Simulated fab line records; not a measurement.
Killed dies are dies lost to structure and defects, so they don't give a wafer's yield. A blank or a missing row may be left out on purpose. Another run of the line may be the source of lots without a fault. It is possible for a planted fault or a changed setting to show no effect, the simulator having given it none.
Chamber matching || flow nand_harc || cmp-02 running NHARC_A_CONTACT_CMP_20: 4 sister chambers
The step polishes, t overpolish 30 s, target thk 300 nm. 4 wafers are shown with their chamber, then 7 later ones without.

== WAFERS, EACH WITH ITS CHAMBER ==
{"wafer": "L785.3", "chamber": 2, "motor_current_A (A)": 13.2}
{"wafer": "L785.4", "chamber": 3, "motor_current_A (A)": 12.4}
{"wafer": "L785.6", "chamber": 1, "motor_current_A (A)": 11.8}
{"wafer": "L797.3", "chamber": 0, "motor_current_A (A)": 12.7}

== WAFERS MISSING THEIR CHAMBER ==
{"wafer": "L797.6", "motor_current_A (A)": 11.9}
{"wafer": "L801.2", "motor_current_A (A)": 12.2}
{"wafer": "L801.3", "motor_current_A (A)": 13.1}
{"wafer": "L801.4", "motor_current_A (A)": 11.7}
{"wafer": "L803.4", "motor_current_A (A)": 12.5}
{"wafer": "L803.5", "motor_current_A (A)": 12.5}
{"wafer": "L803.6", "motor_current_A (A)": 12.7}

== CHAMBER TAKEN BY EACH ==
{"wafer": "L797.6", "from the rows above": 1, "in truth": 1}
{"wafer": "L801.2", "from the rows above": "can't be placed: 3 or 1", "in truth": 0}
{"wafer": "L801.3", "from the rows above": 2, "in truth": 2}
{"wafer": "L801.4", "from the rows above": 1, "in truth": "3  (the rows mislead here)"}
{"wafer": "L803.4", "from the rows above": "can't be placed: 3 or 0", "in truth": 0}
{"wafer": "L803.5", "from the rows above": "can't be placed: 3 or 0", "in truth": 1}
{"wafer": "L803.6", "from the rows above": 0, "in truth": 0}
Placed correctly: 3 of 7. Can't be placed from these rows: 3 (the true chamber is among the candidates in 1). Placed wrongly: 1.
How it was worked out, from the rows above alone: a wafer's distance from a chamber is the root of the sum, over the readings, of the square of ((its reading less the chamber's mean) divided by the reading's scatter). If the next closest chamber is less than 2 further off than the closest, the wafer can't be placed; otherwise it belongs to the closest. For every chamber, the mean is computed from those of its wafers that are shown. The scatter: root of mean squared gap, hidden wafer to nearest shown wafer, with one shown wafer a chamber.
